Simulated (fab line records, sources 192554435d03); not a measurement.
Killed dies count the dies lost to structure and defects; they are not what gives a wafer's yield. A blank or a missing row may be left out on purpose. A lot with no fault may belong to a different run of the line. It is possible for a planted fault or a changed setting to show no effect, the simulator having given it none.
Chamber matching -- flow n5 finfet -- rie diel-06 running N5_GATE_CUT_HM_OPEN_40: 4 sister chambers
The step chemistry C4F6/O2, target SiO2, target depth 139 nm, time 85.1 s. 4 wafers are shown with their chamber, then 7 later ones without.

## WAFERS PAIRED WITH THEIR CHAMBERS
wafer,chamber,showerhead plenum p Torr (Torr)
L079.6,0,2.99
L082.5,1,2.83
L088.1,3,2.73
L088.2,2,2.93

## WAFERS WITHOUT THEIR CHAMBER
wafer,showerhead plenum p Torr (Torr)
L088.4,2.98
L089.3,2.83
L089.5,2.83
L089.6,2.98
L097.3,2.82
L097.5,2.97
L097.6,2.82

## WHICH CHAMBER EACH ONE RAN IN
wafer,from the rows above,in truth
L088.4,0,0
L089.3,1,1
L089.5,1,1
L089.6,0,0
L097.3,1,1
L097.5,can't be placed: 0 or 2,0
L097.6,1,1
6 of 7 placed correctly. From these rows, 1 cannot be placed; in 1 the true chamber is one of the candidates. Number placed wrongly: 0.
How it was worked out, from the rows above alone: a wafer's distance from a chamber is the root of the sum, over the readings, of the square of ((its reading less the chamber's mean) divided by the reading's scatter). The wafer belongs to the nearest chamber; if the next one is less than 2 further off, it can't be placed. For every chamber, the mean is computed from those of its wafers that are shown. The scatter: root of mean squared gap, hidden wafer to nearest shown wafer, with one shown wafer a chamber.
